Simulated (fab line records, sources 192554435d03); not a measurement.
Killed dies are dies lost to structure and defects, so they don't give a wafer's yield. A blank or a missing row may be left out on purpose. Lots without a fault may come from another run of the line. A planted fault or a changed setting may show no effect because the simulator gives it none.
fab line records | flow n5_finfet
record lots=24 wafers=72 last_day=17
route steps=1938 shown HKMG_FIN@448 GATE_CUT@468
lots that met no fault: from a run of the same line without faults
start_h: hours from the record's first day to the start of the lot's first wafer shown | wait_h: hours since the lot's step before | " the same as in the row above | L1.1+2: a row that stands for several wafers | - no value, or no start given | * or withheld: withheld | < > ~ a bound
route shown NAME@n: a module of which the file shows steps, and the number in the route of the first | usual: mean/standard deviation of fault-free wafers | same: alike in all rows | chamber/n: place in a boat | sites: the reading at each site | _std_site: their standard deviation | _edge_site: outer sites' mean less inner sites' | radius_mm: how far each site lies from the wafer's centre | mask NAME#n: copy n | behind: the tool/chamber that last shaped the wafer | hold: why the lot was held/for how many hours/how that ended | device: the transistor (n, p or np) that didn't switch | end of line: the same wafers' tests at the end of the route | a step without rows: its recipe alone | killed: dies lost to structure and defects at the first sort, not the wafer's yield | map: a wafer's dies, x killed, . not, _ none there
set.NAME: the setting as run; set.NAME@STEP: as run at that earlier step | model.NAME: the simulator's own value behind a step, which no gauge read
steps of the route over a sample of lots; a table a step, a row a wafer
services: from which hour (start_h, from the record's first day; less than 0 if before it) a tool's chamber was out of use, for how many hours, and why
## steps
# step N5_HKMG_FIN_NWFM_ALD_20
# recipe material=TiAlC target_thk_a=20 temp_c=300 ald_precursor_family=TiCl4 ald_co_reactant=TEA pulse_time_s=3 purge_time_s=2 co_reactant_purge_time_s=2 co_reactant_pulse_time_s=10 ald_cycles=7 pressure_torr=3
# usual heater_power_w=525/76 precursor_pulse_height_rel=1.003/0.021
# same ald_cycles=7
# columns lot.wafer tool chamber start_h wait_h heater_power_w precursor_pulse_height_rel
L074.2 ald_metal-02 2 77.84 0.3 564 0.999
L074.5 " 2 " " 553 1.031
L074.6 " 1 " " 463 1.038
L075.1 ald_metal-02 0 83.75 0.3 555 1.005
L075.2 " 1 " " 479 1.018
L075.4 " 3 " " 583 0.985
L076.1 ald_metal-01 2 90.09 0.3 722 0.967
L076.2 " 0 " " 538 0.998
L076.4 " 1 " " 440 0.989
L077.1 ald_metal-02 1 95.13 0.3 459 1.014
L077.4 " 2 " " 540 0.968
L077.6 " 0 " " 538 1.004
L078.1 ald_metal-04 1 101.41 0.3 473 0.996
L078.3 " 0 " " 521 1.000
L078.5 " 3 " " 538 0.987
L079.3 ald_metal-02 2 110.02 0.1 537 1.001
L079.4 " 1 " " 458 1.022
L079.6 " 0 " " 552 0.988
L080.1 ald_metal-01 1 114.65 0.3 445 1.002
L080.2 " 0 " " 538 0.967
L080.6 " 3 " " 545 1.039
L081.3 ald_metal-04 2 119.50 0.1 431 0.987
L081.5 " 3 " " 515 1.012
L081.6 " 0 " " 506 1.003
L082.1 ald_metal-01 3 125.67 0.3 532 1.013
L082.3 " 2 " " 724 1.016
L082.6 " 2 " " 699 0.987
L083.2 ald_metal-04 0 131.06 0.3 527 1.026
L083.5 " 2 " " 430 0.973
L083.6 " 1 " " 491 0.984
L084.1 ald_metal-01 0 142.96 0.3 542 0.972
L084.2 " 1 " " 450 1.008
L084.5 " 3 " " 534 1.008
L085.2 ald_metal-04 3 147.87 0.3 525 1.030
L085.4 " 1 " " 465 1.034
L085.5 " 2 " " 437 1.013
L086.1 ald_metal-04 3 154.44 0.3 528 1.019
L086.2 " 0 " " 523 1.000
L086.6 " 0 " " 514 0.978
L087.1 ald_metal-02 1 158.92 0.3 465 0.954
L087.3 " 2 " " 547 0.989
L087.4 " 0 " " 545 1.025
L088.1 ald_metal-02 2 164.78 0.3 536 0.994
L088.4 " 2 " " 537 0.971
L088.5 " 3 " " 568 0.984
L089.1 ald_metal-02 2 170.07 0.3 550 1.003
L089.2 " 1 " " 475 1.010
L089.6 " 1 " " 458 1.029
L090.1 ald_metal-01 3 177.29 0.3 540 0.997
L090.3 " 0 " " 546 1.005
L090.6 " 2 " " 716 0.984
L091.2 ald_metal-04 1 180.29 0.3 487 0.992
L091.4 " 2 " " 438 1.020
L091.5 " 1 " " 499 1.029
L092.2 ald_metal-04 2 188.73 0.3 430 1.009
L092.4 " 0 " " 514 1.002
L092.5 " 1 " " 479 0.977
L093.1 ald_metal-01 3 196.01 0.3 528 1.002
L093.4 " 2 " " 721 1.019
L093.6 " 2 " " 700 0.979
L094.3 ald_metal-01 3 203.11 0.1 536 0.961
L094.5 " 2 " " 706 1.031
L094.6 " 3 " " 538 1.043
L095.3 ald_metal-04 2 204.65 0.1 430 1.001
L095.5 " 2 " " 421 1.002
L095.6 " 1 " " 493 0.994
L096.1 ald_metal-01 0 211.46 0.3 538 1.008
L096.4 " 3 " " 537 0.973
L096.5 " 3 " " 535 0.982
L097.3 ald_metal-04 1 216.06 0.1 490 1.020
L097.4 " 0 " " 511 0.977
L097.5 " 3 " " 533 0.975
# step N5_HKMG_FIN_ALD_72
# recipe material=W target_thk_a=20 temp_c=300 pressure_torr=7.5 ald_precursor_family=WF6 ald_co_reactant=B2H6 pulse_time_s=1 purge_time_s=2 co_reactant_purge_time_s=2 co_reactant_pulse_time_s=3 ald_cycles=7
# usual heater_power_w=491/58 precursor_pulse_height_rel=1.000/0.02
# same ald_cycles=7
# columns lot.wafer tool chamber start_h wait_h heater_power_w precursor_pulse_height_rel
L074.2 cvd_w-01 1 79.40 0.2 588 0.981
L074.5 " 1 " " 582 0.969
L074.6 " 0 " " 444 1.006
L075.1 cvd_w-01 1 85.43 0.2 582 1.019
L075.2 " 0 " " 445 1.028
L075.4 " 0 " " 447 0.988
L076.1 cvd_w-02 1 91.64 0.2 476 1.000
L076.2 " 0 " " 455 0.993
L076.4 " 1 " " 459 0.990
L077.1 cvd_w-02 1 96.71 0.2 466 0.987
L077.4 " 1 " " 481 1.015
L077.6 " 1 " " 464 0.980
L078.1 cvd_w-02 0 102.95 0.2 461 0.990
L078.3 " 1 " " 473 0.989
L078.5 " 0 " " 454 1.016
L079.3 cvd_w-01 0 111.58 0.2 446 1.034
L079.4 " 1 " " 583 1.032
L079.6 " 1 " " 587 1.022
L080.1 cvd_w-01 1 116.21 0.2 590 0.985
L080.2 " 0 " " 457 1.007
L080.6 " 0 " " 463 1.005
L081.3 cvd_w-01 1 121.14 0.2 581 1.007
L081.5 " 1 " " 589 1.016
L081.6 " 0 " " 439 0.988
L082.1 cvd_w-01 0 127.28 0.2 448 0.988
L082.3 " 0 " " 447 1.030
L082.6 " 1 " " 581 1.006
L083.2 cvd_w-02 0 132.66 0.2 453 0.976
L083.5 " 1 " " 465 1.011
L083.6 " 0 " " 456 1.019
L084.1 cvd_w-01 1 144.57 0.2 580 0.971
L084.2 " 0 " " 456 1.003
L084.5 " 0 " " 444 1.038
L085.2 cvd_w-01 1 149.45 0.2 587 0.963
L085.4 " 0 " " 450 0.986
L085.5 " 0 " " 452 0.979
L086.1 cvd_w-01 0 155.99 0.2 450 0.988
L086.2 " 1 " " 580 0.973
L086.6 " 0 " " 460 0.991
L087.1 cvd_w-02 1 160.46 0.2 467 0.981
L087.3 " 1 " " 462 0.985
L087.4 " 0 " " 452 0.988
L088.1 cvd_w-02 0 166.37 0.2 464 1.030
L088.4 " 1 " " 478 0.976
L088.5 " 1 " " 473 1.031
L089.1 cvd_w-02 1 171.65 0.2 470 0.986
L089.2 " 0 " " 463 0.964
L089.6 " 1 " " 448 0.996
L090.1 cvd_w-02 1 178.97 0.2 461 0.986
L090.3 " 1 " " 474 1.014
L090.6 " 1 " " 468 1.002
L091.2 cvd_w-01 1 181.83 0.2 594 1.011
L091.4 " 1 " " 594 1.033
L091.5 " 0 " " 441 0.998
L092.2 cvd_w-01 1 190.29 0.2 593 1.042
L092.4 " 0 " " 465 1.029
L092.5 " 0 " " 454 1.004
L093.1 cvd_w-02 1 197.68 0.2 478 1.040
L093.4 " 1 " " 468 0.977
L093.6 " 0 " " 453 0.974
L094.3 cvd_w-02 0 204.67 0.2 446 1.030
L094.5 " 0 " " 456 1.007
L094.6 " 1 " " 462 1.008
L095.3 cvd_w-01 0 206.34 0.2 456 1.030
L095.5 " 1 " " 593 1.011
L095.6 " 0 " " 449 1.012
L096.1 cvd_w-02 1 213.01 0.2 473 1.012
L096.4 " 0 " " 455 1.002
L096.5 " 1 " " 460 1.024
L097.3 cvd_w-02 0 217.69 0.2 463 1.001
L097.4 " 1 " " 469 1.002
L097.5 " 1 " " 479 1.011
# step N5_HKMG_FIN_W_FILL_22
# recipe material=W target_thk_a=600 temp_c=400 pressure_torr=39.4 time_s=18.2
# usual heater_power_w=879/110 throttle_valve_pct=18.9/0.32
# columns lot.wafer tool chamber start_h wait_h heater_power_w throttle_valve_pct
L074.2 cvd_w-01 1 79.46 0.0 1049 18.4
L074.5 " 1 " " 1034 18.2
L074.6 " 0 " " 824 18.8
L075.1 cvd_w-01 1 85.49 0.0 1058 18.3
L075.2 " 0 " " 808 19.0
L075.4 " 0 " " 795 18.9
L076.1 cvd_w-02 1 91.70 0.0 832 18.4
L076.2 " 0 " " 803 18.8
L076.4 " 1 " " 826 18.9
L077.1 cvd_w-02 1 96.77 0.0 821 18.6
L077.4 " 1 " " 837 18.6
L077.6 " 1 " " 840 18.5
L078.1 cvd_w-02 0 103.01 0.0 803 19.0
L078.3 " 1 " " 815 18.7
L078.5 " 0 " " 830 19.0
L079.3 cvd_w-01 0 111.63 0.0 795 18.9
L079.4 " 1 " " 1047 18.5
L079.6 " 1 " " 1044 18.5
L080.1 cvd_w-01 1 116.27 0.0 1039 18.6
L080.2 " 0 " " 798 19.1
L080.6 " 0 " " 796 19.1
L081.3 cvd_w-01 1 121.19 0.0 1064 18.4
L081.5 " 1 " " 1057 18.6
L081.6 " 0 " " 802 19.0
L082.1 cvd_w-01 0 127.34 0.0 793 19.1
L082.3 " 0 " " 811 19.1
L082.6 " 1 " " 1048 18.4
L083.2 cvd_w-02 0 132.72 0.0 806 19.3
L083.5 " 1 " " 818 18.6
L083.6 " 0 " " 809 19.3
L084.1 cvd_w-01 1 144.63 0.0 1074 18.3
L084.2 " 0 " " 795 19.4
L084.5 " 0 " " 809 19.3
L085.2 cvd_w-01 1 149.51 0.0 1069 18.6
L085.4 " 0 " " 797 19.0
L085.5 " 0 " " 812 19.4
L086.1 cvd_w-01 0 156.05 0.0 817 18.9
L086.2 " 1 " " 1018 18.3
L086.6 " 0 " " 804 19.2
L087.1 cvd_w-02 1 160.53 0.0 841 18.8
L087.3 " 1 " " 832 18.8
L087.4 " 0 " " 816 19.3
L088.1 cvd_w-02 0 166.44 0.0 805 19.2
L088.4 " 1 " " 852 18.9
L088.5 " 1 " " 846 18.8
L089.1 cvd_w-02 1 171.71 0.0 872 18.7
L089.2 " 0 " " 840 19.1
L089.6 " 1 " " 836 18.7
L090.1 cvd_w-02 1 179.03 0.0 849 18.8
L090.3 " 1 " " 817 19.1
L090.6 " 1 " " 843 18.8
L091.2 cvd_w-01 1 181.89 0.0 1083 18.3
L091.4 " 1 " " 1057 18.5
L091.5 " 0 " " 801 19.2
L092.2 cvd_w-01 1 190.35 0.0 1048 18.4
L092.4 " 0 " " 806 19.5
L092.5 " 0 " " 802 19.4
L093.1 cvd_w-02 1 197.74 0.0 830 18.7
L093.4 " 1 " " 841 19.2
L093.6 " 0 " " 822 19.2
L094.3 cvd_w-02 0 204.72 0.0 830 19.2
L094.5 " 0 " " 838 19.1
L094.6 " 1 " " 835 18.9
L095.3 cvd_w-01 0 206.39 0.0 807 19.4
L095.5 " 1 " " 1027 18.7
L095.6 " 0 " " 790 18.9
L096.1 cvd_w-02 1 213.07 0.0 838 18.9
L096.4 " 0 " " 815 19.3
L096.5 " 1 " " 856 19.0
L097.3 cvd_w-02 0 217.74 0.0 801 19.0
L097.4 " 1 " " 838 19.0
L097.5 " 1 " " 848 19.1
# step N5_GATE_CUT_VAPOR_ETCH_60
# recipe chemistry=BCl3/Cl2 target=HfO2 mode=isotropic
# usual drypump_motor_current_A=5.9/0.34 oes_product_au=0.72/0.1
# columns lot.wafer tool chamber start_h wait_h drypump_motor_current_A oes_product_au
L074.2 rie_metal-01 1 80.57 0.0 6.2 0.59
L074.5 " 1 " " 6.2 0.59
L074.6 " 0 " " 5.7 0.84
L075.1 rie_metal-02 1 86.59 0.0 5.7 0.64
L075.2 " 0 " " 5.4 0.85
L075.4 " 0 " " 5.4 0.85
L076.1 rie_metal-02 0 92.85 0.0 5.4 0.85
L076.2 " 1 " " 5.7 0.65
L076.4 " 1 " " 5.7 0.64
L077.1 rie_metal-03 1 97.87 0.0 6.1 0.82
L077.4 " 1 " " 6.1 0.82
L077.6 " 0 " " 6.3 0.64
L078.1 rie_metal-03 0 104.11 0.0 6.3 0.64
L078.3 " 0 " " 6.3 0.64
L078.5 " 0 " " 6.3 0.64
L079.3 rie_metal-02 0 112.73 0.0 5.4 0.84
L079.4 " 1 " " 5.8 0.63
L079.6 " 1 " " 5.8 0.63
L080.1 rie_metal-02 0 117.37 0.0 5.5 0.84
L080.2 " 1 " " 5.8 0.63
L080.6 " 1 " " 5.8 0.63
L081.3 rie_metal-01 0 122.28 0.0 5.7 0.82
L081.5 " 1 " " 6.2 0.59
L081.6 " 0 " " 5.7 0.82
L082.1 rie_metal-03 0 128.43 0.0 6.3 0.63
L082.3 " 1 " " 6.1 0.81
L082.6 " 1 " " 6.1 0.81
L083.2 rie_metal-03 1 133.82 0.0 6.1 0.82
L083.5 " 1 " " 6.1 0.82
L083.6 " 0 " " 6.3 0.64
L084.1 rie_metal-03 1 145.72 0.0 6.1 0.82
L084.2 " 0 " " 6.3 0.63
L084.5 " 1 " " 6.1 0.82
L085.2 rie_metal-01 1 150.91 0.0 6.2 0.59
L085.4 " 0 " " 5.6 0.83
L085.5 " 0 " " 5.6 0.82
L086.1 rie_metal-03 1 157.14 0.0 6.1 0.81
L086.2 " 0 " " 6.3 0.62
L086.6 " 1 " " 6.1 0.80
L087.1 rie_metal-01 1 161.69 0.0 6.2 0.59
L087.3 " 0 " " 5.7 0.81
L087.4 " 1 " " 6.2 0.59
L088.1 rie_metal-01 1 167.53 0.0 6.2 0.58
L088.4 " 1 " " 6.2 0.58
L088.5 " 1 " " 6.2 0.58
L089.1 rie_metal-03 0 173.05 0.1 6.3 0.63
L089.2 " 0 " " 6.3 0.62
L089.6 " 0 " " 6.4 0.62
L090.1 rie_metal-02 0 180.13 0.0 5.4 0.83
L090.3 " 0 " " 5.4 0.83
L090.6 " 0 " " 5.4 0.83
L091.2 rie_metal-01 0 183.24 0.1 5.7 0.80
L091.4 " 0 " " 5.7 0.80
L091.5 " 0 " " 5.7 0.80
L092.2 rie_metal-02 0 191.44 0.0 5.4 0.82
L092.4 " 0 " " 5.4 0.83
L092.5 " 1 " " 5.7 0.63
L093.1 rie_metal-02 0 198.84 0.0 5.4 0.82
L093.4 " 1 " " 5.8 0.63
L093.6 " 1 " " 5.8 0.63
L094.3 rie_metal-02 0 205.86 0.0 5.4 0.82
L094.5 " 0 " " 5.4 0.82
L094.6 " 1 " " 5.7 0.62
L095.3 rie_metal-02 0 207.49 0.0 5.4 0.82
L095.5 " 1 " " 5.7 0.63
L095.6 " 0 " " 5.4 0.82
L096.1 rie_metal-03 0 214.16 0.0 6.3 0.62
L096.4 " 1 " " 6.1 0.79
L096.5 " 1 " " 6.1 0.79
L097.3 rie_metal-03 0 218.83 0.0 6.3 0.62
L097.4 " 1 " " 6.1 0.80
L097.5 " 1 " " 6.1 0.80
# step N5_GATE_CUT_SAC_CAP_01
# recipe material=SiNx target_thk_a=240 temp_c=400 ald_precursor_family=SiH2I2 ald_co_reactant=N2/H2-plasma pulse_time_s=1 ald_cycles=480 purge_time_s=2 co_reactant_purge_time_s=2 pressure_torr=2
# usual heater_power_w=872/58 precursor_pulse_height_rel=1.000/0.023
# same ald_cycles=480
# columns lot.wafer tool chamber start_h wait_h heater_power_w precursor_pulse_height_rel
L074.2 ald_sin-02 1 81.48 0.4 976 0.984
L074.5 " 0 82.57 1.5 819 0.992
L074.6 " 3 " " 804 0.962
L075.1 ald_sin-02 2 88.10 1.0 844 1.005
L075.2 " 1 " " 973 0.971
L075.4 " 3 " " 802 1.015
L076.1 ald_sin-02 1 95.26 1.9 948 0.991
L076.2 " 2 " " 841 0.999
L076.4 " 0 " " 824 0.965
L077.1 ald_sin-03 3 98.29 0.1 841 0.966
L077.4 " 1 " " 820 1.006
L077.6 " 1 99.37 1.2 838 0.990
L078.1 ald_sin-02 2 104.48 0.0 852 1.022
L078.3 " 0 " " 844 0.952
L078.5 " 1 105.56 1.1 977 1.016
L079.3 ald_sin-04 3 113.30 0.0 934 1.041
L079.4 " 2 " " 926 1.016
L079.6 " 2 114.39 1.1 909 1.038
L080.1 ald_sin-04 1 117.75 0.0 831 1.013
L080.2 " 2 " " 910 0.981
L080.6 " 3 118.84 1.1 964 1.018
L081.3 ald_sin-02 1 122.87 0.3 976 1.028
L081.5 " 1 123.96 1.3 963 1.007
L081.6 " 2 " " 838 1.007
L082.1 ald_sin-03 1 128.81 0.0 815 1.018
L082.3 " 0 " " 951 0.978
L082.6 " 1 129.90 1.1 836 0.980
L083.2 ald_sin-03 0 135.75 1.6 926 1.020
L083.5 " 0 136.84 2.7 951 0.985
L083.6 " 3 " " 819 0.966
L084.1 ald_sin-04 1 146.10 0.0 826 0.999
L084.2 " 3 " " 964 1.017
L084.5 " 1 147.19 1.1 865 0.978
L085.2 ald_sin-03 0 151.35 0.0 954 1.022
L085.4 " 2 " " 886 0.963
L085.5 " 2 152.43 1.1 886 0.991
L086.1 ald_sin-03 0 157.64 0.2 925 1.036
L086.2 " 2 " " 873 1.066
L086.6 " 3 158.73 1.2 852 1.020
L087.1 ald_sin-02 0 162.24 0.2 802 1.008
L087.3 " 1 " " 966 1.036
L087.4 " 2 " " 861 0.981
L088.1 ald_sin-03 2 167.90 0.0 896 1.007
L088.4 " 0 " " 942 0.981
L088.5 " 3 168.99 1.1 870 0.977
L089.1 ald_sin-04 1 173.88 0.5 863 1.012
L089.2 " 3 " " 947 1.002
L089.6 " 1 174.97 1.6 843 1.015
L090.1 ald_sin-04 1 180.50 0.0 847 0.998
L090.3 " 3 " " 962 0.990
L090.6 " 0 181.58 1.1 781 0.990
L091.2 ald_sin-03 0 183.63 0.0 938 1.002
L091.4 " 1 " " 817 1.003
L091.5 " 0 184.71 1.1 947 1.024
L092.2 ald_sin-04 0 192.04 0.0 800 1.027
L092.4 " 3 " " 977 1.026
L092.5 " 2 193.13 1.1 927 1.025
L093.1 ald_sin-04 3 199.22 0.0 931 1.009
L093.4 " 1 " " 854 1.014
L093.6 " 1 200.30 1.1 842 0.975
L094.3 ald_sin-02 1 206.41 0.2 1004 0.965
L094.5 " 0 207.49 1.3 824 0.989
L094.6 " 3 " " 803 1.009
L095.3 ald_sin-04 3 207.85 0.0 942 1.037
L095.5 " 1 208.93 1.1 851 0.989
L095.6 " 2 " " 969 1.007
L096.1 ald_sin-03 3 214.54 0.0 855 1.019
L096.4 " 2 " " 904 1.017
L096.5 " 2 215.63 1.1 910 0.972
L097.3 ald_sin-03 1 219.51 0.2 818 1.029
L097.4 " 2 " " 881 1.050
L097.5 " 2 220.60 1.3 910 0.997
# step N5_GATE_CUT_CMP_02
# recipe stop_on=SiO2 t_overpolish_s=12.7 post_cmp_clean=alkaline_brush down_force_psi=2.5 platen_rpm=51.8 pad_velocity_m_s=1.0307 target_thk_nm=0
# usual edge_zone_pressure_frac=0.999/0.005 motor_current_A=8.7/1.1 overpolish_run_s=12.701/0.0087 time_to_endpoint_s=24.8/2.5
# columns lot.wafer tool chamber start_h wait_h edge_zone_pressure_frac motor_current_A overpolish_run_s time_to_endpoint_s
L074.2 cmp-04 2 83.86 0.2 1.003 10.6 12.710 22.8
L074.6 " 3 " " 1.002 8.6 12.709 23.8
L074.5 " 0 " " 1.001 7.6 12.722 23.6
L075.1 cmp-04 2 90.37 0.1 0.999 11.0 12.703 25.3
L075.2 " 0 " " 1.006 7.3 12.706 23.8
L075.4 " 1 " " 1.000 9.8 12.691 24.1
L076.4 cmp-01 1 97.53 0.0 1.001 10.2 12.690 26.9
L076.2 " 2 " " 0.999 8.9 12.700 29.2
L076.1 " 3 " " 1.000 7.9 12.702 27.2
L077.4 cmp-03 1 100.59 0.1 1.001 9.2 12.696 30.2
L077.1 " 3 " " 1.008 7.1 12.687 28.2
L077.6 " 0 " " 0.997 8.2 12.704 23.9
L078.3 cmp-03 0 106.78 0.1 1.002 8.2 12.702 22.6
L078.1 " 2 " " 0.995 8.8 12.709 23.8
L078.5 " 0 " " 0.998 8.5 12.712 25.3
L079.3 cmp-03 3 115.66 0.1 0.998 6.9 12.694 25.2
L079.4 " 0 " " 1.008 8.2 12.700 23.2
L079.6 " 3 " " 0.994 7.3 12.704 24.5
L080.1 cmp-04 3 120.21 0.2 0.992 9.0 12.724 28.5
L080.2 " 0 " " 0.999 7.7 12.711 25.8
L080.6 " 3 " " 0.994 8.3 12.718 26.1
L081.3 cmp-03 3 125.19 0.1 0.990 7.2 12.712 25.3
L081.6 " 2 " " 1.001 9.3 12.706 28.5
L081.5 " 3 " " 0.980 7.1 12.700 27.1
L082.1 cmp-04 2 131.21 0.2 1.007 10.7 12.702 24.5
L082.3 " 3 " " 0.999 8.6 12.703 26.6
L082.6 " 2 " " 1.002 10.5 12.706 26.9
L083.2 cmp-01 2 138.04 0.1 1.009 9.2 12.713 27.4
L083.5 " 2 " " 0.998 9.4 12.693 27.5
L083.6 " 3 " " 1.000 8.4 12.709 24.5
L084.2 cmp-01 3 148.41 0.1 1.000 8.6 12.678 26.8
L084.1 " 1 " " 0.991 10.2 12.692 26.4
L084.5 " 3 " " 0.998 8.2 12.699 27.3
L085.2 cmp-04 0 153.61 0.1 0.993 7.5 12.707 21.4
L085.4 " 2 " " 0.995 10.7 12.717 22.0
L085.5 " 1 " " 1.004 10.0 12.720 20.8
L086.2 cmp-04 0 159.91 0.1 0.997 7.6 12.702 20.2
L086.1 " 2 " " 1.001 11.2 12.695 21.9
L086.6 " 0 " " 1.007 7.8 12.714 22.6
L087.4 cmp-03 2 164.57 0.1 1.006 9.0 12.705 25.0
L087.3 " 3 " " 1.002 6.9 12.684 23.2
L087.1 " 1 " " 0.999 8.7 12.703 23.9
L088.4 cmp-01 2 170.24 0.1 0.998 9.2 12.689 28.1
L088.1 " 3 " " 1.003 8.1 12.702 25.4
L088.5 " 0 " " 0.997 7.5 12.705 25.6
L089.2 cmp-03 3 176.25 0.1 1.005 6.7 12.699 21.1
L089.1 " 0 " " 0.995 8.6 12.702 21.3
L089.6 " 2 " " 1.005 8.7 12.694 22.2
L090.1 cmp-03 2 182.84 0.1 1.004 9.1 12.695 23.1
L090.3 " 3 " " 1.006 6.9 12.704 25.9
L090.6 " 0 " " 1.003 8.1 12.700 22.6
L091.2 cmp-03 0 185.95 0.1 0.998 8.3 12.703 20.6
L091.4 " 1 " " 1.002 9.3 12.706 23.8
L091.5 " 3 " " 1.000 6.8 12.688 25.8
L092.2 cmp-03 1 194.38 0.1 1.005 9.0 12.693 22.8
L092.4 " 2 " " 1.001 9.0 12.703 21.7
L092.5 " 0 " " 1.004 7.9 12.708 18.9
L093.1 cmp-01 1 201.52 0.1 0.999 9.5 12.701 29.8
L093.4 " 2 " " 1.003 9.1 12.695 30.0
L093.6 " 0 " " 1.003 7.6 12.709 29.2
L094.3 cmp-03 3 208.67 0.1 1.008 7.0 12.685 25.8
L094.6 " 3 " " 1.006 7.3 12.702 28.2
L094.5 " 0 " " 0.993 8.3 12.705 22.7
L095.3 cmp-03 1 210.19 0.1 0.992 8.5 12.702 24.5
L095.5 " 0 " " 0.996 8.4 12.704 20.9
L095.6 " 1 " " 0.998 9.1 12.707 26.0
L096.1 cmp-04 2 216.85 0.1 0.996 10.5 12.703 22.7
L096.4 " 0 " " 0.996 7.2 12.705 23.2
L096.5 " 1 " " 0.996 9.5 12.694 21.9
L097.3 cmp-01 1 221.82 0.1 0.989 9.9 12.709 26.4
L097.4 " 3 " " 0.988 8.2 12.711 25.0
L097.5 " 0 " " 0.995 7.7 12.690 25.8
## services
# columns tool chamber start_h hours kind
cmp-03 - 55.53 0.8 repair
cmp-04 - 59.33 2.1 repair
ald_metal-01 0 62.43 14.7 repair
cmp-04 - 70.88 6.8 pm
ald_metal-04 - 71.26 0.6 repair
ald_sin-04 - 76.58 6.0 pm
ald_sin-04 - 85.88 14.0 pm
ald_metal-01 - 98.86 1.5 repair
cvd_w-02 1 103.98 15.5 repair
ald_metal-04 - 111.78 6.0 pm
ald_metal-01 - 118.24 1.3 repair
cvd_w-01 - 131.26 1.5 repair
rie_metal-02 - 147.84 14.6 pm
ald_metal-04 1 150.24 13.8 repair
cmp-03 - 154.68 3.6 repair
rie_metal-03 0 158.61 3.8 repair
rie_metal-03 1 163.11 14.1 repair
cvd_w-01 0 167.02 13.7 repair
ald_metal-04 3 173.96 39.0 repair
cmp-03 - 198.60 4.6 pm
rie_metal-03 1 203.24 1.1 repair
cmp-03 - 204.47 0.6 repair
cvd_w-01 1 208.78 3.3 repair
cmp-03 - 218.22 5.1 pm
## key
fault none
